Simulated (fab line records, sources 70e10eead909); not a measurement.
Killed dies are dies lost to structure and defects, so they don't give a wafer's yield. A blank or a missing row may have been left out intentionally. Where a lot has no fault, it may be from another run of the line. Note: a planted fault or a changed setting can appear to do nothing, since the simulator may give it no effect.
Shared-tool check | flow nand harc | 11 lots, 33 wafers sampled

WHAT PROMPTED THE OPENING
Flagged at NHARC_A_CHANNEL_HOLE_D1_INSPECT_40: reading raw defect count, on 2 of 11 lots. No-fault wafers: 71, standard deviation 26.
Rule: a lot is flagged in two cases, either no wafer of it has a number, or all its wafers with numbers fall more than 4 standard deviations from that mean. The rest of the lots are taken to be sound.

lot  | measured     | on                | raw defect count, wafer by wafer | flag
L898 | day 9 13:12  | defect inspect-01 | 100 116 85                       |
L900 | day 10 09:56 | defect inspect-01 | 63 37 69                         |
L904 | day 11 23:26 | defect inspect-01 | 88 89 102                        |
L907 | day 13 04:27 | defect inspect-02 | 75 105 95                        |
L909 | day 13 11:57 | defect inspect-01 | 78 41 45                         |
L910 | day 14 22:18 | defect inspect-02 | 388 418 423                      | FLAGGED
L912 | day 14 22:58 | defect inspect-02 | 59 60 50                         |
L913 | day 15 06:38 | defect inspect-02 | 430 427 388                      | FLAGGED
L914 | day 15 17:11 | defect inspect-02 | 61 41 64                         |
L919 | day 17 20:05 | defect inspect-02 | 54 59 51                         |
L920 | day 18 16:19 | defect inspect-02 | 38 44 48                         |
The mean of the flagged lots' numbers is 412, +341 from the usual (+13 standard deviations).

TOOL THAT RAN EACH LOT
The record holds 4 process steps before the reading, out of a route of 1302 steps. Cell contents, in order: the tool; ch with the chambers the sampled wafers went through; the start.
lot  | flag    | NHARC_A_CHANNEL_HOLE_D1_ETCH_25  | NHARC_A_CHANNEL_HOLE_D1_ETCH_44    | NHARC_A_CHANNEL_HOLE_D1_STRIP_27              | NHARC_A_CHANNEL_HOLE_D1_XSEM_31
L898 |         | har etch-02 ch 0,1, day 9 10:32  | rie diel-10 ch 0,1,3, day 9 12:13  | rie diel-10 ch 1,3, day 9 13:06 or earlier    | xsem-02 ch 0, day 9 13:06
L900 |         | har etch-01 ch 0,1, day 10 07:07 | rie diel-10 ch 1,2, day 10 08:58   | rie diel-10 ch 0,2,3, day 10 09:50 or earlier | xsem-02 ch 0, day 10 09:50
L904 |         | har etch-02 ch 1, day 11 19:22   | rie diel-10 ch 1,2,3, day 11 22:27 | rie diel-10 ch 0,2,3, day 11 23:20 or earlier | xsem-01 ch 0, day 11 23:20
L907 |         | har etch-02 ch 0,1, day 13 01:39 | rie diel-10 ch 0,1, day 13 03:28   | rie diel-10 ch 0,1, day 13 04:22 or earlier   | xsem-01 ch 0, day 13 04:22
L909 |         | har etch-01 ch 0,1, day 13 09:16 | rie diel-10 ch 1,2, day 13 10:58   | rie diel-10 ch 0,2,3, day 13 11:51 or earlier | xsem-02 ch 0, day 13 11:51
L910 | FLAGGED | har etch-02 ch 0,1, day 14 19:31 | rie diel-10 ch 2,3, day 14 21:20   | rie diel-10 ch 0,2, day 14 22:13 or earlier   | xsem-01 ch 0, day 14 22:13
L912 |         | har etch-01 ch 0,1, day 14 20:19 | rie diel-06 ch 2,3, day 14 21:59   | rie diel-06 ch 1,3, day 14 22:53 or earlier   | xsem-02 ch 0, day 14 22:53
L913 | FLAGGED | har etch-02 ch 0,1, day 15 03:50 | rie diel-10 ch 1,2,3, day 15 05:40 | rie diel-10 ch 0,1, day 15 06:32 or earlier   | xsem-02 ch 0, day 15 06:32
L914 |         | har etch-01 ch 0,1, day 15 14:23 | rie diel-10 ch 0,1,2, day 15 16:13 | rie diel-10 ch 0,1,2, day 15 17:05 or earlier | xsem-01 ch 0, day 15 17:05
L919 |         | har etch-01 ch 0,1, day 17 17:24 | rie diel-10 ch 0,1,2, day 17 18:59 | rie diel-10 ch 0,1,2, day 17 19:59 or earlier | xsem-01 ch 0, day 17 19:59
L920 |         | har etch-02 ch 0,1, day 18 13:36 | rie diel-02 ch 0,3, day 18 15:19   | rie diel-02 ch 0,1,3, day 18 16:13 or earlier | xsem-01 ch 0, day 18 16:13
What the steps here do:
- NHARC_A_CHANNEL_HOLE_D1_ETCH_25: etches the open film in C4F8/O2/Ar, time 1040.2 s, target depth 1500 nm.
- NHARC_A_CHANNEL_HOLE_D1_ETCH_44: etches the open film in CF4/O2, target depth 140 nm, overetch 14 nm, time 77 s.
- NHARC_A_CHANNEL_HOLE_D1_STRIP_27: strips in O2.
- NHARC_A_CHANNEL_HOLE_D1_XSEM_31
- NHARC_A_CHANNEL_HOLE_D1_INSPECT_40

FLAGGED OVER TOTAL, TOOL BY TOOL (the gauges that took the reading come last)
step                               | tool              | lots run | flagged | share of the flagged lots | sound lots run after its first flagged lot
NHARC_A_CHANNEL_HOLE_D1_ETCH_25    | har etch-01       | 5        | 0       | none                      | -
NHARC_A_CHANNEL_HOLE_D1_ETCH_25    | har etch-02       | 6        | 2       | all                       | 1 (L920)
NHARC_A_CHANNEL_HOLE_D1_ETCH_44    | rie diel-02       | 1        | 0       | none                      | -
NHARC_A_CHANNEL_HOLE_D1_ETCH_44    | rie diel-06       | 1        | 0       | none                      | -
NHARC_A_CHANNEL_HOLE_D1_ETCH_44    | rie diel-10       | 9        | 2       | all                       | 2 (L914,L919)
NHARC_A_CHANNEL_HOLE_D1_STRIP_27   | rie diel-02       | 1        | 0       | none                      | -
NHARC_A_CHANNEL_HOLE_D1_STRIP_27   | rie diel-06       | 1        | 0       | none                      | -
NHARC_A_CHANNEL_HOLE_D1_STRIP_27   | rie diel-10       | 9        | 2       | all                       | 2 (L914,L919)
NHARC_A_CHANNEL_HOLE_D1_XSEM_31    | xsem-01           | 6        | 1       | some                      | 3 (L914,L919,L920)
NHARC_A_CHANNEL_HOLE_D1_XSEM_31    | xsem-02           | 5        | 1       | some                      | 0
NHARC_A_CHANNEL_HOLE_D1_INSPECT_40 | defect inspect-01 | 4        | 0       | none                      | -
NHARC_A_CHANNEL_HOLE_D1_INSPECT_40 | defect inspect-02 | 7        | 2       | all                       | 4 (L912,L914,L919,L920)
NHARC_A_CHANNEL_HOLE_D1_STRIP_27: start missing for some lots; hours and lot order therefore follow NHARC_A_CHANNEL_HOLE_D1_XSEM_31.

THE TABLE: WHAT IT ALLOWS
4 rows of the table ran every flagged lot: har etch-02 at NHARC_A_CHANNEL_HOLE_D1_ETCH_25, rie diel-10 at NHARC_A_CHANNEL_HOLE_D1_ETCH_44, rie diel-10 at NHARC_A_CHANNEL_HOLE_D1_STRIP_27, defect inspect-02 at NHARC_A_CHANNEL_HOLE_D1_INSPECT_40.
- har etch-02 at NHARC_A_CHANNEL_HOLE_D1_ETCH_25: 2 of its 6 lots flagged. Sound lots ran on it after the first flagged one (L920), which a lasting fault on the whole tool wouldn't allow.
- rie diel-10 at NHARC_A_CHANNEL_HOLE_D1_ETCH_44: 2 of its 9 lots flagged. Sound lots ran on it after the first flagged one (L914, L919), which a lasting fault on the whole tool wouldn't allow.
- rie diel-10 at NHARC_A_CHANNEL_HOLE_D1_STRIP_27: 2 of its 9 lots flagged. Sound lots ran on it after the first flagged one (L914, L919), which a lasting fault on the whole tool wouldn't allow.
- defect inspect-02 at NHARC_A_CHANNEL_HOLE_D1_INSPECT_40: 2 of its 7 lots flagged. Sound lots ran on it after the first flagged one (L912, L914, L919, L920), which a lasting fault on the whole tool wouldn't allow.
None of the table's rows ran every flagged lot and, after the first, no sound lot.

WHAT THE SIMULATOR HAD PUT IN
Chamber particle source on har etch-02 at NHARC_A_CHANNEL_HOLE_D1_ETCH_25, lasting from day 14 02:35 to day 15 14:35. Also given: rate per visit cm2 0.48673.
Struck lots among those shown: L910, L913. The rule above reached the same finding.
